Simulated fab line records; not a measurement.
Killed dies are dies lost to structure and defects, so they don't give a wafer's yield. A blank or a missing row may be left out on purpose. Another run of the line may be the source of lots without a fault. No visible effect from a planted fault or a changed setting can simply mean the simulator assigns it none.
Matching of chambers | flow n5 finfet | 4 sister chambers for N5_DUMMY_REMOVAL_HM_STRIP_01 on rie diel-05
The step strips SiNx in CH3F/O2, stops on poly-Si, target depth 4 nm, time 6.8 s. 8 wafers are shown with their chamber, then 7 later ones without.

== WAFERS, EACH WITH ITS CHAMBER ==
wafer  | chamber | showerhead plenum p Torr (Torr) | drypump motor current A (A)
L075.1 | 1       | 1.93                            | 5.5
L076.4 | 2       | 2.01                            | 4.8
L076.5 | 1       | 1.92                            | 5.5
L084.3 | 2       | 2.01                            | 4.9
L088.4 | 0       | 1.94                            | 5.8
L088.6 | 3       | 1.89                            | 5.2
L089.1 | 3       | 1.89                            | 5.2
L089.2 | 0       | 1.94                            | 5.9

== WAFERS WITHOUT THEIR CHAMBER ==
wafer  | showerhead plenum p Torr (Torr) | drypump motor current A (A)
L089.3 | 2.00                            | 4.9
L096.1 | 1.91                            | 5.5
L096.4 | 2.00                            | 4.9
L096.5 | 1.94                            | 5.8
L097.3 | 1.91                            | 5.5
L097.4 | 1.94                            | 5.9
L097.5 | 1.88                            | 5.2

== EACH ONE'S CHAMBER ==
wafer  | from the rows above | in truth
L089.3 | 2                   | 2
L096.1 | 1                   | 1
L096.4 | 2                   | 2
L096.5 | 0                   | 0
L097.3 | 1                   | 1
L097.4 | 0                   | 0
L097.5 | 3                   | 3
Placed correctly: 7 of 7. Can't be placed from these rows: 0. Number placed wrongly: 0.
How it was worked out, from the rows above alone: a wafer's distance from a chamber is the root of the sum, over the readings, of the square of ((its reading less the chamber's mean) divided by the reading's scatter). If the next closest chamber is less than 2 further off than the closest, the wafer can't be placed; otherwise it belongs to the closest. The mean given for a chamber averages the wafers shown for that chamber. The scatter: the root of (the sum of the squares of (reading less its chamber's mean) over the shown wafers, divided by (wafers less chambers)).
